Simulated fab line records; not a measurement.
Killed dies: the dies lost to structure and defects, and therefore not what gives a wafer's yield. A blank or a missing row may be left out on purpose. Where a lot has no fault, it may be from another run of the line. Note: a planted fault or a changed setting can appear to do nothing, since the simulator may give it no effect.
Lot-split experiment / flow n5-finfet / 7 lots, 21 wafers read, on a route of 1938 steps

ON THE SPLIT
At N5_MOL_CONTACT_COAG_ALD_133 (deposits SiO2, target thk 5 nm, pulse time 1 s, co reactant pulse time 1 s), the setting ald-cycles was moved away from the recipe's 35 on 8 of the 21 wafers read, by -14.3% to +11.4%. For the rest of the wafers, this setting stayed at what the recipe calls for.

Reading taken at the split's own step.

THE READING
SiO2_of_MOL_CONTACT_COAG_ALD_133.thk-nm (the simulator's own value, which no gauge read), in nm, at N5_MOL_CONTACT_COAG_ALD_133 (deposits SiO2, target thk 5 nm, pulse time 1 s, co reactant pulse time 1 s). No usual value for it is given in the file.

wafer=L077.1; tool, chamber at the split=ald-sin-01, 3,1; ald-cycles as run=33; against the recipe=-5.7%; SiO2_of_MOL_CONTACT_COAG_ALD_133.thk-nm, nm=4.8; against lot-mates on the recipe=-0.2
wafer=L077.3; tool, chamber at the split=ald-sin-01, 3,1; ald-cycles as run=33; against the recipe=-5.7%; SiO2_of_MOL_CONTACT_COAG_ALD_133.thk-nm, nm=4.8; against lot-mates on the recipe=-0.2
wafer=L077.5; tool, chamber at the split=ald-sin-01, 1; ald-cycles as run=35; against the recipe=recipe; SiO2_of_MOL_CONTACT_COAG_ALD_133.thk-nm, nm=5; against lot-mates on the recipe=-
wafer=L078.1; tool, chamber at the split=ald-sin-01, 2,3,3; ald-cycles as run=35; against the recipe=recipe; SiO2_of_MOL_CONTACT_COAG_ALD_133.thk-nm, nm=5; against lot-mates on the recipe=-
wafer=L078.2; tool, chamber at the split=ald-sin-01, 2,3,3; ald-cycles as run=35; against the recipe=recipe; SiO2_of_MOL_CONTACT_COAG_ALD_133.thk-nm, nm=5; against lot-mates on the recipe=-
wafer=L078.6; tool, chamber at the split=ald-sin-01, 2,3,3; ald-cycles as run=35; against the recipe=recipe; SiO2_of_MOL_CONTACT_COAG_ALD_133.thk-nm, nm=5; against lot-mates on the recipe=-
wafer=L079.2; tool, chamber at the split=ald-sin-04, 0,2,3; ald-cycles as run=35; against the recipe=recipe; SiO2_of_MOL_CONTACT_COAG_ALD_133.thk-nm, nm=5; against lot-mates on the recipe=-
wafer=L079.3; tool, chamber at the split=ald-sin-04, 0,2,3; ald-cycles as run=35; against the recipe=recipe; SiO2_of_MOL_CONTACT_COAG_ALD_133.thk-nm, nm=5; against lot-mates on the recipe=-
wafer=L079.5; tool, chamber at the split=ald-sin-04, 0,2,3; ald-cycles as run=35; against the recipe=recipe; SiO2_of_MOL_CONTACT_COAG_ALD_133.thk-nm, nm=5; against lot-mates on the recipe=-
wafer=L080.1; tool, chamber at the split=ald-sin-01, 3; ald-cycles as run=30; against the recipe=-14.3%; SiO2_of_MOL_CONTACT_COAG_ALD_133.thk-nm, nm=4.4; against lot-mates on the recipe=-0.6
wafer=L080.2; tool, chamber at the split=ald-sin-01, 0; ald-cycles as run=35; against the recipe=recipe; SiO2_of_MOL_CONTACT_COAG_ALD_133.thk-nm, nm=5; against lot-mates on the recipe=-
wafer=L080.6; tool, chamber at the split=ald-sin-01, 0; ald-cycles as run=30; against the recipe=-14.3%; SiO2_of_MOL_CONTACT_COAG_ALD_133.thk-nm, nm=4.2; against lot-mates on the recipe=-0.8
wafer=L083.3; tool, chamber at the split=ald-sin-03, 1,3,3; ald-cycles as run=35; against the recipe=recipe; SiO2_of_MOL_CONTACT_COAG_ALD_133.thk-nm, nm=5; against lot-mates on the recipe=-
wafer=L083.4; tool, chamber at the split=ald-sin-03, 1,3,3; ald-cycles as run=35; against the recipe=recipe; SiO2_of_MOL_CONTACT_COAG_ALD_133.thk-nm, nm=5; against lot-mates on the recipe=-
wafer=L083.6; tool, chamber at the split=ald-sin-03, 1,3,3; ald-cycles as run=35; against the recipe=recipe; SiO2_of_MOL_CONTACT_COAG_ALD_133.thk-nm, nm=5; against lot-mates on the recipe=-
wafer=L084.2; tool, chamber at the split=ald-sin-04, 2; ald-cycles as run=35; against the recipe=recipe; SiO2_of_MOL_CONTACT_COAG_ALD_133.thk-nm, nm=5; against lot-mates on the recipe=-
wafer=L084.5; tool, chamber at the split=ald-sin-04, 2; ald-cycles as run=35; against the recipe=recipe; SiO2_of_MOL_CONTACT_COAG_ALD_133.thk-nm, nm=5; against lot-mates on the recipe=-
wafer=L084.6; tool, chamber at the split=ald-sin-04, 3; ald-cycles as run=39; against the recipe=+11.4%; SiO2_of_MOL_CONTACT_COAG_ALD_133.thk-nm, nm=5.6; against lot-mates on the recipe=+0.6
wafer=L090.1; tool, chamber at the split=ald-sin-01, 3,0,1; ald-cycles as run=39; against the recipe=+11.4%; SiO2_of_MOL_CONTACT_COAG_ALD_133.thk-nm, nm=5.6; against lot-mates on the recipe=no lot-mate on the recipe
wafer=L090.5; tool, chamber at the split=ald-sin-01, 3,0,1; ald-cycles as run=39; against the recipe=+11.4%; SiO2_of_MOL_CONTACT_COAG_ALD_133.thk-nm, nm=5.6; against lot-mates on the recipe=no lot-mate on the recipe
wafer=L090.6; tool, chamber at the split=ald-sin-01, 3,0,1; ald-cycles as run=39; against the recipe=+11.4%; SiO2_of_MOL_CONTACT_COAG_ALD_133.thk-nm, nm=5.6; against lot-mates on the recipe=no lot-mate on the recipe
When a row names more than one chamber, that row covers several wafers, and the file does not tell which wafer ran in which chamber.

THE FIT
A straight line over all 21 wafers: SiO2_of_MOL_CONTACT_COAG_ALD_133.thk-nm changes by +0.0498 nm for each +1% of ald-cycles; r = +0.99; the points scatter about the line by 0.042 nm.
The same after taking each lot's own level away (the mean of its wafers on the recipe; 18 wafers): +0.0487 nm for each +1%; r = +0.99; scatter 0.045 nm.
Per that fit: largest ald-cycles move, reading shift of 0.7 nm.
The lots' own levels span 5.00 to 5.00 nm.
So the lot-to-lot level changes the slope little: the two slopes agree.
Check: -0.731 nm against its lot-mates is what the line predicts for one of the wafers moved furthest among these (-14.3%) when that wafer is left out of the fit. Against them it came out at -0.6 nm.

THESE WAFERS: OTHER SPLITS
These wafers also went through other splits before the reading. Each is held against what the fit with the lots' levels taken away leaves over:
other split on the same wafers=N5_SD_EPI_N_EXPOSE_06 dose-mj; wafers away from the commonest value=7; r with SiO2_of_MOL_CONTACT_COAG_ALD_133.thk-nm (lot level and that fit taken away)=-0.32
other split on the same wafers=N5_SD_EPI_N_ETCH_16 target-depth-a; wafers away from the commonest value=7; r with SiO2_of_MOL_CONTACT_COAG_ALD_133.thk-nm (lot level and that fit taken away)=-0.22
other split on the same wafers=N5_SDB_COAT_05 spin-rpm; wafers away from the commonest value=4; r with SiO2_of_MOL_CONTACT_COAG_ALD_133.thk-nm (lot level and that fit taken away)=-0.09
other split on the same wafers=N5_HKMG_FIN_ETCH_54 source-w; wafers away from the commonest value=5; r with SiO2_of_MOL_CONTACT_COAG_ALD_133.thk-nm (lot level and that fit taken away)=-0.03
other split on the same wafers=N5_HKMG_FIN_ETCH_55 bias-w; wafers away from the commonest value=8; r with SiO2_of_MOL_CONTACT_COAG_ALD_133.thk-nm (lot level and that fit taken away)=-0.11
other split on the same wafers=N5_GATE_CUT_COAT_34 spin-rpm; wafers away from the commonest value=8; r with SiO2_of_MOL_CONTACT_COAG_ALD_133.thk-nm (lot level and that fit taken away)=-0.47
other split on the same wafers=N5_MOL_CONTACT_COAG_COAT_58 spin-rpm; wafers away from the commonest value=3; r with SiO2_of_MOL_CONTACT_COAG_ALD_133.thk-nm (lot level and that fit taken away)=+0.09

FILE'S OWN FIT
SiO2_of_MOL_CONTACT_COAG_ALD_133.thk-nm changes by +0.049 nm for each +1% of ald-cycles, r = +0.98.
